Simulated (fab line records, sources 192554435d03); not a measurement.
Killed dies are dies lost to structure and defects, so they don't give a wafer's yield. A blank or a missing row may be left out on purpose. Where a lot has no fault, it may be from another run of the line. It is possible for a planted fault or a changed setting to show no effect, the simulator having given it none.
Matching of chambers | flow n5 finfet | N5_MOL_CONTACT_COAG_ETCH_90 on rie diel-04 has 4 sister chambers
The step etches SiARC in CF4, target depth 13 nm, time 21.7 s. 4 wafers are shown with their chamber, then 7 later ones without.

== WAFERS WITH THEIR CHAMBER ==
wafer  | chamber | showerhead plenum p Torr (Torr)
L084.4 | 0       | 2.12
L084.6 | 3       | 2.19
L088.1 | 1       | 2.06
L088.3 | 2       | 2.17

== WAFERS MISSING THEIR CHAMBER ==
wafer  | showerhead plenum p Torr (Torr)
L088.6 | 2.17
L090.2 | 2.18
L090.4 | 2.11
L090.6 | 2.06
L093.2 | 2.11
L093.4 | 2.17
L093.5 | 2.06

== THE CHAMBER EACH PASSED THROUGH ==
wafer  | from the rows above     | in truth
L088.6 | 2                       | 2
L090.2 | can't be placed: 3 or 2 | 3
L090.4 | 0                       | 0
L090.6 | 1                       | 1
L093.2 | 0                       | 0
L093.4 | 2                       | 2
L093.5 | 1                       | 1
Placed correctly: 6 of 7. From these rows, 1 cannot be placed; in 1 the true chamber is one of the candidates. 0 placed wrongly.
How it was worked out, from the rows above alone: a wafer's distance from a chamber is the root of the sum, over the readings, of the square of ((its reading less the chamber's mean) divided by the reading's scatter). If the next closest chamber is less than 2 further off than the closest, the wafer can't be placed; otherwise it belongs to the closest. The mean given for a chamber averages the wafers shown for that chamber. The scatter (one wafer shown for each chamber): square how far every hidden wafer sits from the nearest shown wafer, average those squares and take the square root.
